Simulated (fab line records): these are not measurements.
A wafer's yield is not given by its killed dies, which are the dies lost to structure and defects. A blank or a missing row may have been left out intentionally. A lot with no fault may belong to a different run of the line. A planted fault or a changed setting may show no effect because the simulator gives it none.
Comparing a struck lot with a sound one / flow n5Finfet / 15 out of 1938 route steps
Sound: wafers L908.1, L908.2, L908.3. Wafers L904.1, L904.3, L904.6 were the ones struck. The cause is given at the end.
Each step with rows lists, per side, the tool, then ch with its chambers, then its first start. Under that, the readings that differ: sound wafers / struck wafers / difference of the means / sigmas: that difference in standard deviations of wafers without a fault.
alike: same words and numbers on both sides, and readings whose means sit less than 2 such deviations apart. not compared: any withheld reading, any reading some wafer has no value for, any bound like >300 that may hide the same value, and any number with overlapping values for which the record gives no deviation.
The two part at a step that has a row with sigmas, a row that says differs or no value, or rows on one side only. Numbers that have no deviation but don't overlap get no sigmas and don't part them. Lack of a reading on every wafer of one side parts them only where that side has two or more wafers.

first, 5 steps without rows for these wafers: N5_BEOL_M15_SOFTBAKE_05 (time 60 s); N5_BEOL_M15_EXPOSE_07 (exposes mask V14); N5_BEOL_M15_PEB_08 (peb time 90 s); N5_BEOL_M15_DEVELOP_09 (develop time 45 s); N5_BEOL_M15_HARDBAKE_14 (time 120 s).
N5_BEOL_M15_CD_MEAS_10: the cd target is 360 nm.
  sound on cdSem-03 ch 0, day 15 03:31; struck on cdSem-03 ch 0, day 14 07:47
  alike: cdNm
N5_BEOL_M15_OVL_MEAS_11:
  sound on overlay-01 ch 0, day 15 03:33; struck on overlay-02 ch 0, day 14 07:49
reading=V14_OVL (nm); sound=11 7 11; struck=-3 -8 -6; difference=-15; sigmas=-3
N5_BEOL_M15_INSPECT_12: inspects for defects (macro).
  struck on defectInspect-01, day 14 07:50; sound on defectInspect-02, day 15 03:34
  alike: rawDefectCount
N5_BEOL_M15_DESCUM_15: chemistry O2, time 7.9 s.
  sound on rieDiel-03 ch 0,1,2, day 15 03:37; struck on rieDiel-06 ch 0,1,2, day 14 07:52
  alike: drypumpMotorCurrentA, oesProductAu, rfVppV, showerheadPlenumPTorr, throttleValvePct
  not compared: rfHoursCounterH
N5_BEOL_M15_ETCH_59: etches BARC in N2/H2, target depth 89 nm, overetch 26.7 nm, time 67.9 s.
  sound on rieDiel-03 ch 0,1,2, day 15 03:38; struck on rieDiel-06 ch 0,1,2, day 14 07:55
  alike: drypumpMotorCurrentA, n2FlowSccm, oesProductAu, rfVppV, showerheadPlenumPTorr, throttleValvePct
  not compared: rfHoursCounterH
N5_BEOL_M15_VIA_ETCH_16: etches SiO2 in C4F8/O2/Ar, target depth 1792.2 nm.
  sound on rieDiel-03 ch 0,1,2, day 15 03:41; struck on rieDiel-06 ch 0,1,2, day 14 07:58
  alike: drypumpMotorCurrentA, oesProductAu, rfVppV, showerheadPlenumPTorr, throttleValvePct
N5_BEOL_M15_STRIP_63: strips in O2.
  sound: rieDiel-03 ch 0,1,2; struck: rieDiel-06 ch 0,1,2
  alike: chamberPressureMTorr, drypumpMotorCurrentA, oesProductAu, rfVppV, showerheadPlenumPTorr, throttleValvePct
  not compared: rfHoursCounterH
N5_BEOL_M15_STRIP_64: strips in O2.
  sound on rieDiel-03 ch 0,1,2, day 15 03:00; struck on rieDiel-06 ch 0,1,2, day 14 08:00
  no value came back on the struck wafers for any of 8 readings (biasPowerW (W), chamberPressureMTorr (mTorr) and others); on the sound wafers biasPowerW (W) reads 0 0 0
reading=model.BARC_of_BEOL_M15_COAT_58.thkNm (nm); sound=0 0 0; struck=88.8 88.4 88.8; difference=+88.7; sigmas=
then, 1 step without rows for these wafers: N5_BEOL_M15_STRIP_65 (strips in post etch residue remover, time 60 s).
N5_PASSIVATION_PROBE_49:
  sound wafers here have rows in the record (prober-01, day 15 21:58); struck ones have none

WHERE THEY PART
First at N5_BEOL_M15_OVL_MEAS_11; last, within this record, at N5_PASSIVATION_PROBE_49.

WHY: the cause the simulator had injected
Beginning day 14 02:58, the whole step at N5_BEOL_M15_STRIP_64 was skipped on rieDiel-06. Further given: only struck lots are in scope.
